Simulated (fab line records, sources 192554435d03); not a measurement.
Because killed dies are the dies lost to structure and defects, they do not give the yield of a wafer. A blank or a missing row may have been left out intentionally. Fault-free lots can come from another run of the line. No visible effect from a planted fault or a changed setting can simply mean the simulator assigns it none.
fab line records + flow n5-finfet
record:
- lots: 4
- wafers: 12
- last-day: 18
route steps=1938 shown BEOL_M2@841 BEOL_M4@1111 PASSIVATION@1936
lots untouched by any fault: they come from a run of this same line in which no faults occurred
start-h: the number of hours between the record's first day and the start of the first shown wafer of the lot + wait-h: hours elapsed since this lot's preceding step + " unchanged from the row above + L1.1+2: several wafers, shown together as one row + - no value present, or no start provided + * or withheld: withheld + < > ~ a bound
route shown NAME@n: NAME is a module with steps in the file, n the number in the route of the first one + usual: mean and standard deviation over wafers with no fault + same: alike in all rows + chamber/n: place in a boat + sites: per-site readings + _std_site: standard deviation across them + _edge_site: outer sites' mean less inner sites' + radius-mm: for every site, how far away it sits from the centre of the wafer + mask NAME#n: copy n + behind: the tool/chamber that last shaped the wafer + hold: why the lot went on hold/how many hours it stayed there/how the hold came to an end + device: which transistor (n, p or np) failed to switch + end of line: tests of these same wafers at the route's end + step lacking rows: just its recipe + killed: the dies lost at the first sort to structure and to defects; this is not the yield of the wafer + map: dies across one wafer; x = killed, . = not, _ = none there
set.NAME: the run value of the setting; set.NAME@STEP: its run value at that earlier step + model.NAME: the simulator's own value behind a step, which no gauge read
lots at selected steps of the route; one table per step, one row per wafer
services: the hour from which a tool's chamber was out of use, counted from the record's first day as start-h (under 0 if before that day), plus the number of hours and why
== steps ==
step: N5_BEOL_M2_ILD_DEP_00
recipe:
- material: SiOC
- target-thk-a: 790
- temp-c: 350
- precursor: DEMS/O2
- pressure-torr: 5
- rf-w: 500
- time-s: 15.3
step: N5_BEOL_M2_PECVD_72
recipe:
- material: SiO2
- target-thk-a: 160
- temp-c: 400
- precursor: TEOS/O2
- pressure-torr: 5.5
- rf-w: 450
- teos-flow-sccm: 53.8
- gas: O2
- flow-sccm: 3000
- time-s: 18
step: N5_BEOL_M2_HM_DEP_02
recipe:
- material: TiN
- target-thk-a: 200
- temp-c: 25
- chamber-pressure-pa: 0.49996
step: N5_BEOL_M2_COAT_61
recipe:
- resist: SOC
- temp-c: 250
- time-s: 60
- spin-rpm: 1500
- resist-thk-nm: 60
step: N5_BEOL_M2_COAT_62
recipe:
- resist: SiARC
- temp-c: 220
- time-s: 60
- spin-rpm: 1500
- resist-thk-nm: 12
step: N5_BEOL_M2_COAT_73
recipe:
- resist: underlayer
- temp-c: 205
- time-s: 60
- spin-rpm: 1500
- resist-thk-nm: 5
step: N5_BEOL_M2_COAT_05
recipe:
- resist: CAR-EUV
- spin-rpm: 1500
- resist-thk-nm: 30
step: N5_BEOL_M2_EBR_07
recipe:
- solvent: PGMEA
- ebr-width-mm: 1.5
step: N5_BEOL_M2_SOFTBAKE_06
recipe:
- temp-c: 110
- time-s: 60
- resist: CAR-EUV
step: N5_BEOL_M2_EXPOSE_08
recipe:
- mask-id: M2
- na: 0.33
- source-shape: dipole
- sigma-inner: 0.369
- sigma-outer: 0.767
- polarization: unpolarized
- dose-mj: 41.25
usual:
- exposure-dose-mJ-cm2: 41.17/0.054
same:
- sigma-inner: 0.369
| lot.wafer | tool           | chamber | start-h | wait-h | mask | exposure-dose-mJ-cm2 |
|-----------|----------------|---------|---------|--------|------|----------------------|
| L767.2    | euv-scanner-01 | 0       | 144.42  | -      | M2#0 | 41.08                |
| L767.3    | "              | 0       | "       | "      | M2#0 | 41.12                |
| L767.4    | "              | 0       | "       | "      | M2#0 | 41.07                |
| L772.2    | euv-scanner-01 | 0       | 182.12  | -      | M2#0 | 44.96                |
| L772.4    | "              | 0       | "       | "      | M2#0 | 44.94                |
| L772.5    | "              | 0       | "       | "      | M2#0 | 44.96                |
| L774.2    | euv-scanner-01 | 0       | 196.58  | -      | M2#0 | 44.24                |
| L774.4    | "              | 0       | "       | "      | M2#0 | 44.18                |
| L774.6    | "              | 0       | "       | "      | M2#0 | 44.19                |
| L783.2    | euv-scanner-02 | 0       | 237.48  | -      | M2#0 | 41.17                |
| L783.4    | "              | 0       | "       | "      | M2#0 | 41.17                |
| L783.6    | "              | 0       | "       | "      | M2#0 | 41.25                |
step: N5_BEOL_M2_PEB_09
recipe:
- peb-temp-c: 100
- peb-time-s: 60
- resist: CAR-EUV
step: N5_BEOL_M2_DEVELOP_10
recipe:
- develop-time-s: 30
- developer: TMAH
- resist: CAR-EUV
- rinse-liquid: surfactant-rinse
- dry: air-spin
- dev-temp-c: 23
step: N5_BEOL_M2_CD_MEAS_11
recipe:
- target-cd-nm: 16.79
- landing-energy-ev: 500
- detector: se-inlens
- polarity: opening
usual:
- cd-nm: 16.76/0.25
| lot.wafer | tool      | chamber | start-h | wait-h | cd-nm |
|-----------|-----------|---------|---------|--------|-------|
| L767.2    | cd-sem-02 | 0       | 144.55  | -      | 16.71 |
| L767.3    | "         | 0       | "       | "      | 16.74 |
| L767.4    | "         | 0       | "       | "      | 17.01 |
| L772.2    | cd-sem-03 | 0       | 182.25  | -      | 18.20 |
| L772.4    | "         | 0       | "       | "      | 18.41 |
| L772.5    | "         | 0       | "       | "      | 18.59 |
| L774.2    | cd-sem-03 | 0       | 196.70  | -      | 18.09 |
| L774.4    | "         | 0       | "       | "      | 18.59 |
| L774.6    | "         | 0       | "       | "      | 17.96 |
| L783.2    | cd-sem-03 | 0       | 237.61  | -      | 16.92 |
| L783.4    | "         | 0       | "       | "      | 16.44 |
| L783.6    | "         | 0       | "       | "      | 16.59 |
step: N5_BEOL_M2_DESCUM_16
recipe:
- chemistry: O2
- time-s: 7
- source-power-w: 50
- bias-power-w: 20
- pressure-mtorr: 20
- rf-frequency-hz: 2.712e+07
- temp-c: 40
- resist: CAR-EUV
- o2-flow-sccm: 225
step: N5_BEOL_M2_ETCH_74
recipe:
- chemistry: N2/H2
- target: underlayer
- target-depth-a: 65
- mask-material: CAR-EUV
- time-s: 5.2
- ion-energy-ev: 200
- pressure-mtorr: 30
- source-w: 840
- bias-w: 150
- n2-flow-sccm: 200
- h2-flow-sccm: 200
- ends: cleared
usual:
- drypump-motor-current-A: 5.9/0.36
- etch-rf-on-time-s: 5.18/0.06
- oes-product-au: 0.68/0.075
- rf-vpp-V: 525/3.7
- showerhead-plenum-p-Torr: 2.57/0.13
- throttle-valve-pct: 17.81/0.18
| lot.wafer | tool        | chamber | start-h | wait-h | drypump-motor-current-A | etch-rf-on-time-s | oes-product-au | rf-hours-counter-h | rf-vpp-V | showerhead-plenum-p-Torr | throttle-valve-pct | model.BEOL_M2.cd-offset-nm |
|-----------|-------------|---------|---------|--------|-------------------------|-------------------|----------------|--------------------|----------|--------------------------|--------------------|----------------------------|
| L767.2    | rie-diel-05 | 0       | 144.70  | 0.0    | 5.6                     | 5.15              | 0.65           | 154                | 530      | 2.65                     | 17.64              | 0                          |
| L767.3    | "           | 3       | "       | "      | 6.3                     | 5.18              | 0.61           | 228                | 525      | 2.62                     | 18.14              | -0.2                       |
| L767.4    | "           | 2       | "       | "      | 5.8                     | 5.16              | 0.83           | 2                  | 528      | 2.72                     | 17.66              | 0                          |
| L772.2    | rie-diel-05 | 0       | 182.40  | 0.0    | 5.6                     | 5.21              | 0.65           | 165                | 527      | 2.64                     | 17.64              | 1.4                        |
| L772.4    | "           | 3       | "       | "      | 6.3                     | 5.20              | 0.61           | 240                | 525      | 2.62                     | 18.16              | 1.4                        |
| L772.5    | "           | 1       | "       | "      | 5.4                     | 5.31              | 0.64           | -                  | 517      | 2.34                     | 18.03              | 1.4                        |
| L774.2    | rie-diel-04 | 2       | 196.86  | 0.0    | 6.1                     | 5.22              | 0.73           | 63                 | 523      | 2.47                     | 18.01              | 1.4                        |
| L774.4    | "           | 1       | "       | "      | 6.1                     | 5.22              | 0.61           | 217                | 518      | 2.40                     | 17.72              | 1.4                        |
| L774.6    | "           | 3       | "       | "      | 6.0                     | 5.11              | 0.62           | -                  | 521      | 2.52                     | 17.84              | 1.4                        |
| L783.2    | rie-diel-04 | 0       | 238.14  | 0.0    | 6.4                     | 5.13              | 0.73           | 65                 | 525      | 2.68                     | 17.63              | -0.4                       |
| L783.4    | "           | 2       | "       | "      | 6.1                     | 5.12              | 0.71           | 80                 | 522      | 2.47                     | 18.06              | -0.2                       |
| L783.6    | "           | 1       | "       | "      | 6.1                     | 5.19              | 0.60           | -                  | 518      | 2.40                     | 17.75              | -0.4                       |
step: N5_BEOL_M2_ETCH_63
recipe:
- chemistry: CF4
- target: SiARC
- target-depth-a: 156
- mask-material: CAR-EUV
- time-s: 26
- ion-energy-ev: 80
- pressure-mtorr: 40
- source-w: 545
- bias-w: 36
- Ar_flow_sccm: 100
- cf4-flow-sccm: 100
- ends: cleared
step: N5_BEOL_M2_ETCH_64
recipe:
- chemistry: N2/H2
- target: SOC
- target-depth-a: 750
- overetch-a: 225
- mask-material: SiARC
- temp-c: 40
- time-s: 121.9
- ion-energy-ev: 200
- pressure-mtorr: 30
- source-w: 840
- bias-w: 150
- n2-flow-sccm: 200
- h2-flow-sccm: 200
step: N5_BEOL_M2_STRIP_65
recipe:
- chemistry: N2/H2
- temp-c: 40
- n2-flow-sccm: 200
- h2-flow-sccm: 200
- rf-frequency-hz: 6e+07
step: N5_BEOL_M2_STRIP_75
recipe:
- chemistry: N2/H2
- temp-c: 40
- n2-flow-sccm: 200
- h2-flow-sccm: 200
- rf-frequency-hz: 6e+07
step: N5_BEOL_M2_STRIP_66
recipe:
- chemistry: CF4
- resist: SiARC
- power-w: 300
- bias-power-w: 75
- pressure-mtorr: 50
- cf4-flow-sccm: 150
- rf-frequency-hz: 6e+07
step: N5_BEOL_M2_HM_OPEN_17
recipe:
- chemistry: Cl2/BCl3
- target-depth-a: 200
- overetch-a: 60
- target: TiN
- mask-material: SOC
- ion-energy-ev: 150
- pressure-mtorr: 10
- icp-w: 1000
- bias-w: 126
- Cl2_flow_sccm: 53.25
- bcl3-flow-sccm: 21.75
- Ar_flow_sccm: 25
usual:
- drypump-motor-current-A: 5.6/0.43
- mfc-ar-sccm: 25.00/0.08
- oes-product-au: 0.65/0.074
- throttle-valve-pct: 22.26/0.25
| lot.wafer | tool         | chamber | start-h | wait-h | drypump-motor-current-A | mfc-ar-sccm | oes-product-au | rf-hours-counter-h | throttle-valve-pct | model.BEOL_M2.cd-offset-nm |
|-----------|--------------|---------|---------|--------|-------------------------|-------------|----------------|--------------------|--------------------|----------------------------|
| L767.2    | rie-metal-01 | 1       | 144.92  | 0.0    | 5.5                     | 25.01       | 0.55           | 99                 | 22.66              | -0.4                       |
| L767.3    | "            | 1       | "       | "      | 5.5                     | 25.01       | 0.55           | -                  | 22.66              | 0                          |
| L767.4    | "            | 0       | "       | "      | 5.9                     | 24.95       | 0.60           | -                  | 22.12              | 0.2                        |
| L772.2    | rie-metal-01 | 1       | 182.62  | 0.0    | 5.5                     | 24.94       | 0.55           | 102                | 22.69              | 1.4                        |
| L772.4    | "            | 1       | "       | "      | 5.5                     | 25.02       | 0.55           | -                  | 22.68              | 1.4                        |
| L772.5    | "            | 0       | "       | "      | 6.0                     | 24.98       | 0.59           | -                  | 22.14              | 1.8                        |
| L774.2    | rie-metal-01 | 0       | 197.08  | 0.0    | 6.0                     | 25.00       | 0.60           | 85                 | 22.11              | 1.2                        |
| L774.4    | "            | 0       | "       | "      | 5.9                     | 25.01       | 0.60           | -                  | 22.11              | 1.4                        |
| L774.6    | "            | 0       | "       | "      | 6.0                     | 25.01       | 0.60           | -                  | 22.12              | 1.4                        |
| L783.2    | rie-metal-01 | 1       | 238.36  | 0.0    | 5.5                     | 24.93       | 0.54           | 107                | 22.70              | -0.4                       |
| L783.4    | "            | 1       | "       | "      | 5.5                     | 24.92       | 0.54           | -                  | 22.72              | -0.4                       |
| L783.6    | "            | 1       | "       | "      | 5.5                     | 24.99       | 0.54           | -                  | 22.71              | -0.6                       |
step: N5_BEOL_M2_STRIP_19
recipe:
- chemistry: O2
- power-w: 400
- temp-c: 40
- pressure-mtorr: 30
- rf-frequency-hz: 6e+07
- bias-power-w: 0
- overash-fraction: 0.2
- o2-flow-sccm: 225
step: N5_BEOL_M2_CD_MEAS_18
recipe:
- pitch-nm: 36
- target-cd-nm: 18
usual:
- cd-nm: 17.89/0.3
| lot.wafer | tool      | chamber | start-h | wait-h | cd-nm |
|-----------|-----------|---------|---------|--------|-------|
| L767.2    | cd-sem-03 | -       | 145.10  | 0.1    | 17.64 |
| L767.3    | "         | -       | "       | "      | 18.00 |
| L767.4    | "         | -       | "       | "      | 18.30 |
| L772.2    | cd-sem-01 | -       | 182.89  | 0.1    | 19.34 |
| L772.4    | "         | -       | "       | "      | 19.50 |
| L772.5    | "         | -       | "       | "      | 19.90 |
| L774.2    | cd-sem-03 | -       | 197.27  | 0.1    | 19.34 |
| L774.4    | "         | -       | "       | "      | 19.27 |
| L774.6    | "         | -       | "       | "      | 19.15 |
| L783.2    | cd-sem-02 | -       | 238.76  | 0.1    | 17.29 |
| L783.4    | "         | -       | "       | "      | 18.03 |
| L783.6    | "         | -       | "       | "      | 17.15 |
step: N5_BEOL_M2_COAT_67
recipe:
- resist: SOC
- temp-c: 250
- time-s: 60
- spin-rpm: 1500
- resist-thk-nm: 60
step: N5_BEOL_M2_COAT_68
recipe:
- resist: SiARC
- temp-c: 220
- time-s: 60
- spin-rpm: 1500
- resist-thk-nm: 12
step: N5_BEOL_M2_COAT_76
recipe:
- resist: underlayer
- temp-c: 205
- time-s: 60
- spin-rpm: 1500
- resist-thk-nm: 5
step: N5_BEOL_M2_COAT_22
recipe:
- resist: CAR-EUV
- spin-rpm: 1500
- resist-thk-nm: 30
step: N5_BEOL_M2_EBR_24
recipe:
- solvent: PGMEA
- ebr-width-mm: 1.5
step: N5_BEOL_M2_SOFTBAKE_23
recipe:
- temp-c: 110
- time-s: 60
- resist: CAR-EUV
step: N5_BEOL_M2_EXPOSE_25
recipe:
- mask-id: V1
- na: 0.33
- source-shape: quasar
- sigma-inner: 0.2
- sigma-outer: 0.8
- polarization: unpolarized
- defocus-nm: 5
- dose-mj: 63
step: N5_BEOL_M2_PEB_26
recipe:
- peb-temp-c: 100
- peb-time-s: 60
- resist: CAR-EUV
step: N5_BEOL_M2_DEVELOP_27
recipe:
- develop-time-s: 30
- developer: TMAH
- resist: CAR-EUV
- rinse-liquid: surfactant-rinse
- dry: air-spin
- dev-temp-c: 23
step: N5_BEOL_M2_DESCUM_33
recipe:
- chemistry: O2
- time-s: 7
- source-power-w: 50
- bias-power-w: 20
- pressure-mtorr: 20
- rf-frequency-hz: 2.712e+07
- temp-c: 40
- resist: CAR-EUV
- o2-flow-sccm: 225
step: N5_BEOL_M2_ETCH_77
recipe:
- chemistry: N2/H2
- target: underlayer
- target-depth-a: 65
- mask-material: CAR-EUV
- time-s: 5.2
- ion-energy-ev: 200
- pressure-mtorr: 30
- source-w: 840
- bias-w: 150
- n2-flow-sccm: 200
- h2-flow-sccm: 200
- ends: cleared
step: N5_BEOL_M2_CD_MEAS_35
recipe:
- target-cd-nm: 18
- target-cd-y-nm: 22.2
- polarity: opening
usual:
- cd-nm: 17.91/0.29
| lot.wafer | tool      | chamber | start-h | wait-h | cd-nm |
|-----------|-----------|---------|---------|--------|-------|
| L767.2    | cd-sem-02 | -       | 152.50  | 0.0    | 18.07 |
| L767.3    | "         | -       | "       | "      | 17.41 |
| L767.4    | "         | -       | "       | "      | 18.27 |
| L772.2    | cd-sem-02 | -       | 191.61  | 0.0    | 19.15 |
| L772.4    | "         | -       | "       | "      | 19.38 |
| L772.5    | "         | -       | "       | "      | 20.00 |
| L774.2    | cd-sem-01 | -       | 211.20  | 0.0    | 19.81 |
| L774.4    | "         | -       | "       | "      | 19.58 |
| L774.6    | "         | -       | "       | "      | 19.73 |
| L783.2    | cd-sem-03 | -       | 263.48  | 0.0    | 17.41 |
| L783.4    | "         | -       | "       | "      | 17.60 |
| L783.6    | "         | -       | "       | "      | 17.45 |
step: N5_BEOL_M4_RC_MEAS_101
usual:
- DIBL_N: 35.9/1.3
- DIBL_P: 35.9/1.5
- IOFF_N: 0.152/0.023
- IOFF_P: 0.204/0.027
- ION_N: 673/9.2
- ION_P: 462/6.7
- SS_N: 71.4/0.48
- SS_P: 73.2/0.55
- VT_N: 250.3/2.6
- VT_P: -250.6/3
| lot.wafer | tool      | chamber | start-h | wait-h | DIBL_N[mV/V] | DIBL_P[mV/V] | IOFF_N[nA/um] | IOFF_P[nA/um] | ION_N[uA/um] | ION_P[uA/um] | SS_N[mV/dec] | SS_P[mV/dec] | VT_N[mV] | VT_P[mV] |
|-----------|-----------|---------|---------|--------|--------------|--------------|---------------|---------------|--------------|--------------|--------------|--------------|----------|----------|
| L767.2    | prober-02 | 0       | 188.53  | 0.2    | 35.0         | 36.3         | 0.157         | 0.219         | 679          | 465          | 71.6         | 73.4         | 252.0    | -250.1   |
| L767.3    | "         | 0       | "       | "      | 36.1         | 37.1         | 0.171         | 0.237         | 681          | 474          | 72.2         | 73.2         | 247.4    | -248.6   |
| L767.4    | "         | 0       | "       | "      | 36.8         | 38.3         | 0.189         | 0.255         | 680          | 469          | 72.4         | 73.5         | 245.9    | -247.0   |
| L783.2    | prober-02 | 0       | 302.38  | 0.2    | 35.0         | 37.0         | 0.149         | 0.214         | 677          | 462          | 71.4         | 72.4         | 249.3    | -249.2   |
| L783.4    | "         | 0       | "       | "      | 36.0         | 37.6         | 0.170         | 0.232         | 686          | 473          | 71.8         | 73.5         | 249.0    | -245.5   |
| L783.6    | "         | 0       | "       | "      | 35.0         | 36.6         | 0.145         | 0.206         | 670          | 468          | 72.1         | 73.3         | 251.0    | -251.0   |
step: N5_PASSIVATION_PROBE_49
usual:
- defect-limited-yield: 91.0/1.5
- killed_at_M0_to_M3: 37/12
- killed_at_M4_up: 13/5
- killed-at-contacts: 13/6.1
- killed-at-front-end: 39/11
- killed-at-other: 4/3.2
- killed-dies: 106/17
- killed-on-rim: 13/4.2
- killed-open: 69/12
- killed-short: 35/7.9
- sort_bin_5_function: 5.3/1
- sort_bin_6_memory: 3.3/0.68
- sort-n-pass: 1074/17
- sort-yield-pct: 91.0/1.5
same:
- gross-dies: 1180
- killed-at-back-side: 0
- sort_bin_4_leakage[%]: 0
- sort_bin_8_speed[%]: 0
| lot.wafer | tool      | chamber | start-h | wait-h | defect-limited-yield[%] | killed_at_M0_to_M3 | killed_at_M4_up | killed-at-contacts | killed-at-front-end | killed-at-other | killed-dies | killed-on-rim | killed-open | killed-short | sort_bin_5_function[%] | sort_bin_6_memory[%] | sort-n-pass | sort-yield-pct[%] |
|-----------|-----------|---------|---------|--------|-------------------------|--------------------|-----------------|--------------------|---------------------|-----------------|-------------|---------------|-------------|--------------|------------------------|----------------------|-------------|-------------------|
| L772.2    | prober-02 | -       | 355.97  | 0.1    | 0                       | 1126               | 15              | 8                  | 29                  | 2               | 1180        | 152           | 62          | 28           | 11.5                   | 3.0                  | 0           | 0                 |
| L772.4    | prober-02 | -       | 356.07  | 0.2    | 0                       | 1099               | 17              | 8                  | 47                  | 9               | 1180        | 152           | 83          | 52           | 13.1                   | 5.0                  | 0           | 0                 |
| L772.5    | prober-02 | -       | 356.12  | 0.2    | 0                       | 1116               | 18              | 12                 | 33                  | 1               | 1180        | 152           | 74          | 41           | 13.5                   | 3.8                  | 0           | 0                 |
| L774.2    | prober-02 | -       | 374.94  | 0.1    | 0.1                     | 1109               | 4               | 10                 | 51                  | 5               | 1179        | 151           | 77          | 45           | 69.1                   | 3.9                  | 1           | 0.1               |
| L774.4    | prober-02 | -       | 375.04  | 0.2    | 0.2                     | 1104               | 7               | 17                 | 40                  | 10              | 1178        | 152           | 75          | 41           | 69.6                   | 5.1                  | 2           | 0.2               |
| L774.6    | prober-02 | -       | 375.14  | 0.3    | 0                       | 1114               | 7               | 7                  | 49                  | 3               | 1180        | 152           | 56          | 38           | 68.4                   | 4.0                  | 0           | 0                 |
killed by level:class
L772.2 BEOL_M2:area-expose=1090 BEOL_M0_SAQP:geometric-particle:open=9 MOL_CONTACT_COAG:geometric-particle:open=8 BEOL_M0_SAQP:geometric-particle:short=8 BEOL_M4:geometric-particle:open=7 STI_FIN_REVEAL:geometric-particle:open=6 BEOL_M1:geometric-particle:open=6 BEOL_M2:geometric-particle:open=6
L772.4 BEOL_M2:area-expose=1044 BEOL_M0_SAQP:geometric-particle:open=21 FIN_SAQP:geometric-particle:short=10 BEOL_M0_SAQP:geometric-particle:short=10 BEOL_M3:geometric-particle:open=10 GATE_CUT:geometric-particle:short=9 DUMMY_GATE:geometric-particle:open=8 BEOL_M4:geometric-particle:open=8
L772.5 BEOL_M2:area-expose=1065 BEOL_M0_SAQP:geometric-particle:short=11 BEOL_M3:geometric-particle:open=11 BEOL_M0_SAQP:geometric-particle:open=11 MOL_CONTACT_COAG:geometric-particle:open=9 STI_FIN_REVEAL:geometric-particle:open=8 BEOL_M2:geometric-particle:open=8 FIN_SAQP:geometric-particle:open=7
L774.2 BEOL_M2:area-expose=1055 BEOL_M3:geometric-particle:open=21 FIN_SAQP:geometric-particle:open=10 BEOL_M0_SAQP:geometric-particle:short=10 BEOL_M1:geometric-particle:open=8 STI_FIN_REVEAL:geometric-particle:open=7 FIN_SAQP:geometric-particle:short=6 MOL_CONTACT_COAG:geometric-particle:open=5
L774.4 BEOL_M2:area-expose=1061 MOL_CONTACT_COAG:geometric-particle:open=17 BEOL_M0_SAQP:geometric-particle:open=13 BEOL_M0_SAQP:geometric-particle:short=12 STI_FIN_REVEAL:geometric-particle:open=9 FIN_SAQP:geometric-particle:open=6 PASS1_DEP:geometric-particle:short=6 GATE_CUT:geometric-particle:short=6
L774.6 BEOL_M2:area-expose=1085 BEOL_M3:geometric-particle:open=10 FIN_SAQP:geometric-particle:open=8 FIN_SAQP:geometric-particle:short=7 ILD0:geometric-particle:short=6 BEOL_M1:geometric-particle:open=6 STI_FIN_REVEAL:geometric-particle:open=5 ILD0:geometric-particle:open=5
map L772.2 (x killed, . not)
_________________xxxxxxxxxxxx________________
______________xxxxxxxxxxxxxxxxxx_____________
___________xxxxxxxxxxxxxxxxxxxxxxxx__________
__________xxxxxxxxxxxxxxxxxxxxxxxxxx_________
________xxxxxxxxxxxxxxxxxxxxxxxxxxxxxx_______
_______xxxxxxxxxxxxxxxxxxxxxxxxxxxxxxxx______
______xxxxxxxxxxxxxxxxxxxxxxxxxxxxxxxxxx_____
_____xxxxxxxxxxxxxxxxxxxxxxxxxxxxxxxxxxxx____
____xxxxxxxxxxxxxxxxxxxxxxxxxxxxxxxxxxxxxx___
___xxxxxxxxxxxxxxxxxxxxxxxxxxxxxxxxxxxxxxxx__
___xxxxxxxxxxxxxxxxxxxxxxxxxxxxxxxxxxxxxxxx__
__xxxxxxxxxxxxxxxxxxxxxxxxxxxxxxxxxxxxxxxxxx_
__xxxxxxxxxxxxxxxxxxxxxxxxxxxxxxxxxxxxxxxxxx_
_xxxxxxxxxxxxxxxxxxxxxxxxxxxxxxxxxxxxxxxxxxxx
_xxxxxxxxxxxxxxxxxxxxxxxxxxxxxxxxxxxxxxxxxxxx
_xxxxxxxxxxxxxxxxxxxxxxxxxxxxxxxxxxxxxxxxxxxx
_xxxxxxxxxxxxxxxxxxxxxxxxxxxxxxxxxxxxxxxxxxxx
_xxxxxxxxxxxxxxxxxxxxxxxxxxxxxxxxxxxxxxxxxxxx
_xxxxxxxxxxxxxxxxxxxxxxxxxxxxxxxxxxxxxxxxxxxx
_xxxxxxxxxxxxxxxxxxxxxxxxxxxxxxxxxxxxxxxxxxxx
_xxxxxxxxxxxxxxxxxxxxxxxxxxxxxxxxxxxxxxxxxxxx
__xxxxxxxxxxxxxxxxxxxxxxxxxxxxxxxxxxxxxxxxxx_
__xxxxxxxxxxxxxxxxxxxxxxxxxxxxxxxxxxxxxxxxxx_
___xxxxxxxxxxxxxxxxxxxxxxxxxxxxxxxxxxxxxxxx__
___xxxxxxxxxxxxxxxxxxxxxxxxxxxxxxxxxxxxxxxx__
____xxxxxxxxxxxxxxxxxxxxxxxxxxxxxxxxxxxxxx___
_____xxxxxxxxxxxxxxxxxxxxxxxxxxxxxxxxxxxx____
______xxxxxxxxxxxxxxxxxxxxxxxxxxxxxxxxxx_____
_______xxxxxxxxxxxxxxxxxxxxxxxxxxxxxxxx______
________xxxxxxxxxxxxxxxxxxxxxxxxxxxxxx_______
__________xxxxxxxxxxxxxxxxxxxxxxxxxx_________
___________xxxxxxxxxxxxxxxxxxxxxxxx__________
______________xxxxxxxxxxxxxxxxxx_____________
_________________xxxxxxxxxxxx________________
map L774.6 (x killed, . not)
_________________xxxxxxxxxxxx________________
______________xxxxxxxxxxxxxxxxxx_____________
___________xxxxxxxxxxxxxxxxxxxxxxxx__________
__________xxxxxxxxxxxxxxxxxxxxxxxxxx_________
________xxxxxxxxxxxxxxxxxxxxxxxxxxxxxx_______
_______xxxxxxxxxxxxxxxxxxxxxxxxxxxxxxxx______
______xxxxxxxxxxxxxxxxxxxxxxxxxxxxxxxxxx_____
_____xxxxxxxxxxxxxxxxxxxxxxxxxxxxxxxxxxxx____
____xxxxxxxxxxxxxxxxxxxxxxxxxxxxxxxxxxxxxx___
___xxxxxxxxxxxxxxxxxxxxxxxxxxxxxxxxxxxxxxxx__
___xxxxxxxxxxxxxxxxxxxxxxxxxxxxxxxxxxxxxxxx__
__xxxxxxxxxxxxxxxxxxxxxxxxxxxxxxxxxxxxxxxxxx_
__xxxxxxxxxxxxxxxxxxxxxxxxxxxxxxxxxxxxxxxxxx_
_xxxxxxxxxxxxxxxxxxxxxxxxxxxxxxxxxxxxxxxxxxxx
_xxxxxxxxxxxxxxxxxxxxxxxxxxxxxxxxxxxxxxxxxxxx
_xxxxxxxxxxxxxxxxxxxxxxxxxxxxxxxxxxxxxxxxxxxx
_xxxxxxxxxxxxxxxxxxxxxxxxxxxxxxxxxxxxxxxxxxxx
_xxxxxxxxxxxxxxxxxxxxxxxxxxxxxxxxxxxxxxxxxxxx
_xxxxxxxxxxxxxxxxxxxxxxxxxxxxxxxxxxxxxxxxxxxx
_xxxxxxxxxxxxxxxxxxxxxxxxxxxxxxxxxxxxxxxxxxxx
_xxxxxxxxxxxxxxxxxxxxxxxxxxxxxxxxxxxxxxxxxxxx
__xxxxxxxxxxxxxxxxxxxxxxxxxxxxxxxxxxxxxxxxxx_
__xxxxxxxxxxxxxxxxxxxxxxxxxxxxxxxxxxxxxxxxxx_
___xxxxxxxxxxxxxxxxxxxxxxxxxxxxxxxxxxxxxxxx__
___xxxxxxxxxxxxxxxxxxxxxxxxxxxxxxxxxxxxxxxx__
____xxxxxxxxxxxxxxxxxxxxxxxxxxxxxxxxxxxxxx___
_____xxxxxxxxxxxxxxxxxxxxxxxxxxxxxxxxxxxx____
______xxxxxxxxxxxxxxxxxxxxxxxxxxxxxxxxxx_____
_______xxxxxxxxxxxxxxxxxxxxxxxxxxxxxxxx______
________xxxxxxxxxxxxxxxxxxxxxxxxxxxxxx_______
__________xxxxxxxxxxxxxxxxxxxxxxxxxx_________
___________xxxxxxxxxxxxxxxxxxxxxxxx__________
______________xxxxxxxxxxxxxxxxxx_____________
_________________xxxxxxxxxxxx________________
== services ==
| tool           | chamber | start-h | hours | kind                          |
|----------------|---------|---------|-------|-------------------------------|
| euv-scanner-01 | 0       | 129.20  | -     | calibration                   |
| euv-scanner-02 | -       | 146.36  | 4.6   | pm                            |
| euv-scanner-02 | -       | 152.76  | 5.8   | pm                            |
| euv-scanner-02 | -       | 171.06  | 1.0   | pm                            |
| euv-scanner-01 | -       | 176.19  | 1.0   | pm                            |
| euv-scanner-01 | -       | 184.12  | 0.2   | repair                        |
| euv-scanner-01 | -       | 218.54  | 4.6   | pm                            |
| rie-diel-05    | 3       | 226.36  | 1.8   | repair                        |
| rie-diel-05    | 3       | 228.48  | -     | clean                         |
| rie-diel-05    | 3       | 228.48  | -     | consumable-replace:focus-ring |
| rie-diel-05    | 3       | 228.48  | 13.1  | scheduled-down                |
| rie-diel-05    | 3       | 228.48  | 13.1  | vent-cycle                    |
| euv-scanner-02 | -       | 228.92  | 1.0   | pm                            |
| euv-scanner-01 | -       | 232.30  | 1.0   | pm                            |
== key ==
first-sign:
- step: N5_BEOL_M2_EXPOSE_08
- reading: exposure-dose-mJ-cm2
- direction: up
- sigmas: 63
- usual: 41.17
- struck: 44.58
effect:
- step: N5_BEOL_M2_CD_MEAS_11
- reading: cd-nm
- direction: up
- sigmas: 6.2
- usual: 16.76
- struck: 18.31
- through: control-loop
effect:
- step: N5_BEOL_M2_CD_MEAS_18
- reading: cd-nm
- direction: up
- sigmas: 5.2
- usual: 17.89
- struck: 19.42
- through: control-loop
effect:
- step: N5_BEOL_M2_CD_MEAS_35
- reading: cd-nm
- direction: up
- sigmas: 5.9
- usual: 17.91
- struck: 19.61
- through: control-loop
effect:
- step: N5_PASSIVATION_PROBE_49
- reading: killed_at_M0_to_M3
- direction: up
- sigmas: 91
- usual: 37
- struck: 1111
model-effect:
- step: N5_BEOL_M2_ETCH_74
- value: BEOL_M2.cd-offset-nm
- without: -0.1333
- struck: 1.4
model-effect:
- step: N5_BEOL_M2_HM_OPEN_17
- value: BEOL_M2.cd-offset-nm
- without: -0.1
- struck: 1.433
more-kills-born-at:
- N5_BEOL_M2_EXPOSE_08@euv-scanner-01: 6400
met-at N5_BEOL_M2_EXPOSE_08
struck-wafers L772.2,L772.4,L772.5,L774.2,L774.4,L774.6
later-rows-left-out L772.2,L772.4,L772.5,L774.2,L774.4,L774.6
loop-trim:
- step: N5_BEOL_M2_EXPOSE_08
- setting: dose
- lots: L774
onset-between 144.42 182.12
fault:
- kind: process-parameter-drift
- tool: euv-scanner-01
- chamber: -
- onset-h: 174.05
- steps: N5_BEOL_M2_EXPOSE_08
- channel: dose-mj
- offset: 3.8347
- shape: step
- acts-in: these-recipes-only
- stated: 41.25
later-rows-left-out: the simulator's readings of these wafers behind a module that went badly wrong aren't trusted and aren't shown, but for the sort
loop-trim: a control loop set the setting to another value than it would have without faults
